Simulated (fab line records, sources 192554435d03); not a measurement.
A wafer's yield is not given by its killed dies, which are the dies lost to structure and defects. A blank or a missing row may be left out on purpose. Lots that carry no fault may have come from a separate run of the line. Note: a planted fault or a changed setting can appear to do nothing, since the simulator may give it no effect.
Matching of chambers || flow n5-finfet || 4 sister chambers for N5_BEOL_M9_STRIP_36 on rie-diel-02
The step strips in N2/H2. 14 wafers are shown with their chamber, then 7 later ones without.

EACH WAFER AND ITS CHAMBER
{"wafer": "L074.4", "chamber": 0, "drypump-motor-current-A (A)": 5.9, "throttle-valve-pct (%)": 23.83, "showerhead-plenum-p-Torr (Torr)": 2.38}
{"wafer": "L074.5", "chamber": 3, "drypump-motor-current-A (A)": 6.4, "throttle-valve-pct (%)": 23.57, "showerhead-plenum-p-Torr (Torr)": 2.49}
{"wafer": "L074.6", "chamber": 0, "drypump-motor-current-A (A)": 5.9, "throttle-valve-pct (%)": 23.86, "showerhead-plenum-p-Torr (Torr)": 2.38}
{"wafer": "L083.2", "chamber": 2, "drypump-motor-current-A (A)": 5.8, "throttle-valve-pct (%)": 23.90, "showerhead-plenum-p-Torr (Torr)": 2.63}
{"wafer": "L083.3", "chamber": 1, "drypump-motor-current-A (A)": 5.2, "throttle-valve-pct (%)": 23.42, "showerhead-plenum-p-Torr (Torr)": 2.43}
{"wafer": "L083.5", "chamber": 0, "drypump-motor-current-A (A)": 5.9, "throttle-valve-pct (%)": 23.69, "showerhead-plenum-p-Torr (Torr)": 2.70}
{"wafer": "L082.1", "chamber": 0, "drypump-motor-current-A (A)": 5.9, "throttle-valve-pct (%)": 23.69, "showerhead-plenum-p-Torr (Torr)": 2.70}
{"wafer": "L082.2", "chamber": 2, "drypump-motor-current-A (A)": 5.7, "throttle-valve-pct (%)": 23.90, "showerhead-plenum-p-Torr (Torr)": 2.63}
{"wafer": "L082.3", "chamber": 1, "drypump-motor-current-A (A)": 5.2, "throttle-valve-pct (%)": 23.44, "showerhead-plenum-p-Torr (Torr)": 2.43}
{"wafer": "L088.3", "chamber": 3, "drypump-motor-current-A (A)": 6.4, "throttle-valve-pct (%)": 23.29, "showerhead-plenum-p-Torr (Torr)": 2.48}
{"wafer": "L088.4", "chamber": 1, "drypump-motor-current-A (A)": 5.2, "throttle-valve-pct (%)": 23.46, "showerhead-plenum-p-Torr (Torr)": 2.42}
{"wafer": "L088.6", "chamber": 2, "drypump-motor-current-A (A)": 5.8, "throttle-valve-pct (%)": 23.93, "showerhead-plenum-p-Torr (Torr)": 2.62}
{"wafer": "L089.3", "chamber": 1, "drypump-motor-current-A (A)": 5.2, "throttle-valve-pct (%)": 23.47, "showerhead-plenum-p-Torr (Torr)": 2.42}
{"wafer": "L089.4", "chamber": 0, "drypump-motor-current-A (A)": 6.0, "throttle-valve-pct (%)": 23.74, "showerhead-plenum-p-Torr (Torr)": 2.69}

SIGNATURES (means of the wafers above)
{"reading": "drypump-motor-current-A", "chamber 0": 5.920, "chamber 1": 5.200, "chamber 2": 5.767, "chamber 3": 6.400, "scatter within a chamber": 0.0383}
{"reading": "throttle-valve-pct", "chamber 0": 23.7620, "chamber 1": 23.4475, "chamber 2": 23.9100, "chamber 3": 23.4300, "scatter within a chamber": 0.0815}
{"reading": "showerhead-plenum-p-Torr", "chamber 0": 2.5700, "chamber 1": 2.4250, "chamber 2": 2.6267, "chamber 3": 2.4850, "scatter within a chamber": 0.11}
Rule: a wafer lies at a distance from a chamber equal to the root of the sum of squares, over the readings, of (its reading less the chamber's mean, divided by the reading's scatter). If the next closest chamber is less than 2 further off than the closest, the wafer can't be placed; otherwise it belongs to the closest. The scatter is the square root of a quotient: the sum, over the shown wafers, of each reading's squared deviation from its chamber's mean, divided by wafers minus chambers.

WAFERS WITHOUT THEIR CHAMBER
{"wafer": "L089.6", "drypump-motor-current-A (A)": 5.2, "throttle-valve-pct (%)": 23.46, "showerhead-plenum-p-Torr (Torr)": 2.42}
{"wafer": "L096.1", "drypump-motor-current-A (A)": 5.8, "throttle-valve-pct (%)": 23.93, "showerhead-plenum-p-Torr (Torr)": 2.61}
{"wafer": "L096.2", "drypump-motor-current-A (A)": 5.2, "throttle-valve-pct (%)": 23.47, "showerhead-plenum-p-Torr (Torr)": 2.41}
{"wafer": "L096.3", "drypump-motor-current-A (A)": 5.9, "throttle-valve-pct (%)": 23.72, "showerhead-plenum-p-Torr (Torr)": 2.68}
{"wafer": "L097.2", "drypump-motor-current-A (A)": 6.4, "throttle-valve-pct (%)": 23.36, "showerhead-plenum-p-Torr (Torr)": 2.47}
{"wafer": "L097.4", "drypump-motor-current-A (A)": 6.4, "throttle-valve-pct (%)": 23.32, "showerhead-plenum-p-Torr (Torr)": 2.47}
{"wafer": "L097.6", "drypump-motor-current-A (A)": 5.2, "throttle-valve-pct (%)": 23.53, "showerhead-plenum-p-Torr (Torr)": 2.41}

WHICH CHAMBER EACH WENT THROUGH
{"wafer": "L089.6", "from the rows above": 1, "in truth": 1}
{"wafer": "L096.1", "from the rows above": 2, "in truth": 2}
{"wafer": "L096.2", "from the rows above": 1, "in truth": 1}
{"wafer": "L096.3", "from the rows above": 0, "in truth": 0}
{"wafer": "L097.2", "from the rows above": 3, "in truth": 3}
{"wafer": "L097.4", "from the rows above": 3, "in truth": 3}
{"wafer": "L097.6", "from the rows above": 1, "in truth": 1}
Correctly placed: 7 of 7. Left unplaced by these rows: 0. Placed wrongly: 0.
